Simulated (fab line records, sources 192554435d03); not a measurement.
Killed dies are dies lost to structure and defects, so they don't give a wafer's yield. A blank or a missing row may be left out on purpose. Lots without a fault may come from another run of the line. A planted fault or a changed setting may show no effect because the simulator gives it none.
Problem report in the 8D (eight disciplines) form, filled by code | flow n5_finfet | the parts of the form that need people (team, actions taken, sign-off) are left out

1. THE PROBLEM
etch_rf_on_time_s at N5_GATE_CUT_HM_OPEN_40 reads a mean of 121.1 s on 3 wafers of 2 lots; wafers without a fault read 95.0 s with a standard deviation of 2.2. That is +12 standard deviations from the usual mean.
The step: chemistry C4F6/O2, target SiO2, target depth 139 nm, time 85.1 s.
First seen on wafer L469.4, day 8 18:19, on rie_diel-05. The record holds 25 wafers of 9 lots with a number at this step. Rule for "out", or "out of limits": more than 4 standard deviations from the usual mean. The other wafers with a number count as sound.

2. WHAT IT IS AND WHAT IT IS NOT
question                    | is                     | is not
which readings at this step | etch_rf_on_time_s      | drypump_motor_current_A, oes_product_au, rf_vpp_V, showerhead_plenum_p_Torr, throttle_valve_pct
which lots                  | L469, L470             | L453, L455, L459, L462, L471, L472, L475
which wafers of those lots  | L469.4, L469.5, L470.5 | L470.2, L470.3
read on which tools         | rie_diel-05            | rie_diel-02, rie_diel-06
when                        | from day 8 18:19       | up to then (11 sound wafers); but 11 sound wafers of L470, L471, L472, L475 came after

3. SUSPECTS, AND WHAT RULES EACH OUT
Counting: a tool at a process step up to the reading stays a suspect if it ran every lot that is out. Sound lots after the first of them don't rule it out here, since some wafers of a struck lot are sound.
- cmp-02 at N5_GATE_CUT_CMP_02 (polishes, stops on SiO2, t overpolish 12.7 s, target thk 0 nm): kept. It ran every lot that is out, first L469 (day 8 16:47); its last sound lot up to then is L455 (day 5 03:03).
- rie_diel-05 at N5_GATE_CUT_HM_OPEN_40 (chemistry C4F6/O2, target SiO2, target depth 139 nm, time 85.1 s): kept. It ran every lot that is out, first L469 (day 8 18:19); its last sound lot up to then is L459 (day 6 05:37). Its own readings are out on those wafers: etch_rf_on_time_s.
- Within rie_diel-05 at N5_GATE_CUT_HM_OPEN_40: the wafers that are out ran in chambers 1, 2; their sound lot-mates ran in chambers 0, 3.
Left after counting: cmp-02 at N5_GATE_CUT_CMP_02, rie_diel-05 at N5_GATE_CUT_HM_OPEN_40.

4. THE CAUSE (what the simulator had put in)
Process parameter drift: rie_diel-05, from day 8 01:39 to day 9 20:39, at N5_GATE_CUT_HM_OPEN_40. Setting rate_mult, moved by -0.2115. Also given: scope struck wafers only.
Counting left 2 suspects, and this tool is among them.

5. THE CHAIN OF EFFECTS, in route order
Each row: a reading whose mean over the struck wafers that have a number lies more than 3 standard deviations from the usual. Only readings for which the record gives a usual standard deviation are gone through. hours: the time from each lot's start at the first step in this table that gives one to its start at this step, as a median over the lots. sigmas: the change in usual standard deviations.
hours | step                   | reading           | usual  | on struck wafers | change | sigmas
0     | N5_GATE_CUT_HM_OPEN_40 | etch_rf_on_time_s | 95.0 s | 121.1            | +26.1  | +12
The process steps in it:
- N5_GATE_CUT_HM_OPEN_40: chemistry C4F6/O2, target SiO2, target depth 139 nm, time 85.1 s.
Later measuring or inspecting steps at which every struck wafer that the step has a row for has a number for every such reading, and none has moved that far: N5_BEOL_M4_RC_MEAS_101.

6. WHAT WOULD HAVE CAUGHT IT SOONER
In this record the first reading out of limits was taken at day 8 18:19, 17 hours after the fault began at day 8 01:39.
